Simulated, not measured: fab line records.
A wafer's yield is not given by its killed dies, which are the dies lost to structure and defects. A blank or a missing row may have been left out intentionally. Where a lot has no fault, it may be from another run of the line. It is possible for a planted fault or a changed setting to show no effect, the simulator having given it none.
Chamber matching    flow n5Finfet    N5_SD_EPI_P_SD_RECESS_17 on rieSi-04: 4 sister chambers
The step chemistry HBr/Cl2/O2, target depth 39.1 nm, bt time 3 s. 16 wafers are shown with their chamber, then 8 later ones without.

== WAFERS, EACH WITH ITS CHAMBER ==
wafer   chamber  throttleValvePct (%)  drypumpMotorCurrentA (A)  oesProductAu (a.u.)
L081.1  2        36.81                 6.1                       1.006
L081.4  1        36.76                 6.1                       1.005
L081.6  1        36.74                 6.1                       1.000
L083.2  1        36.77                 6.1                       0.997
L083.5  0        37.50                 5.8                       0.980
L083.6  3        37.02                 5.5                       1.012
L084.1  3        37.04                 5.5                       0.995
L084.4  2        36.79                 6.1                       1.006
L084.5  0        37.50                 5.7                       0.980
L086.1  0        37.50                 5.8                       0.994
L086.4  1        36.75                 6.1                       0.992
L086.5  2        36.80                 6.1                       1.008
L088.1  3        37.03                 5.5                       0.997
L088.2  2        36.80                 6.0                       1.015
L088.6  1        36.76                 6.1                       0.994
L089.1  3        37.03                 5.5                       1.008

SIGNATURES (means of the wafers above)
reading               chamber 0  chamber 1  chamber 2  chamber 3  scatter within a chamber
throttleValvePct      37.5000    36.7560    36.8000    37.0300    0.00876
drypumpMotorCurrentA  5.767      6.100      6.075      5.500      0.0344
oesProductAu          0.98467    0.99760    1.00875    1.00300    0.00643
Rule: for a wafer and a chamber, the distance is found by dividing, reading by reading, the gap between the wafer's reading and the chamber's mean by the reading's scatter, squaring, summing and taking the root. If the next closest chamber is less than 2 further off than the closest, the wafer can't be placed; otherwise it belongs to the closest. How the scatter is found: for the shown wafers, subtract from each reading the mean of its chamber, square and add these, divide the total by (wafers less chambers), then take the root.

== WAFERS WHOSE CHAMBER IS MISSING ==
wafer   throttleValvePct (%)  drypumpMotorCurrentA (A)  oesProductAu (a.u.)
L089.2  36.80                 6.1                       1.011
L089.4  37.50                 5.8                       0.984
L090.1  37.05                 5.5                       1.008
L090.2  37.51                 5.8                       0.981
L090.3  36.74                 6.1                       0.995
L095.2  36.75                 6.1                       0.992
L095.3  37.51                 5.8                       0.979
L095.6  36.80                 6.1                       1.009

== CHAMBER TAKEN BY EACH ==
wafer   from the rows above  in truth
L089.2  2                    2
L089.4  0                    0
L090.1  3                    3
L090.2  0                    0
L090.3  1                    1
L095.2  1                    1
L095.3  0                    0
L095.6  2                    2
Correctly placed: 8 of 8. Can't be placed from these rows: 0. 0 placed wrongly.
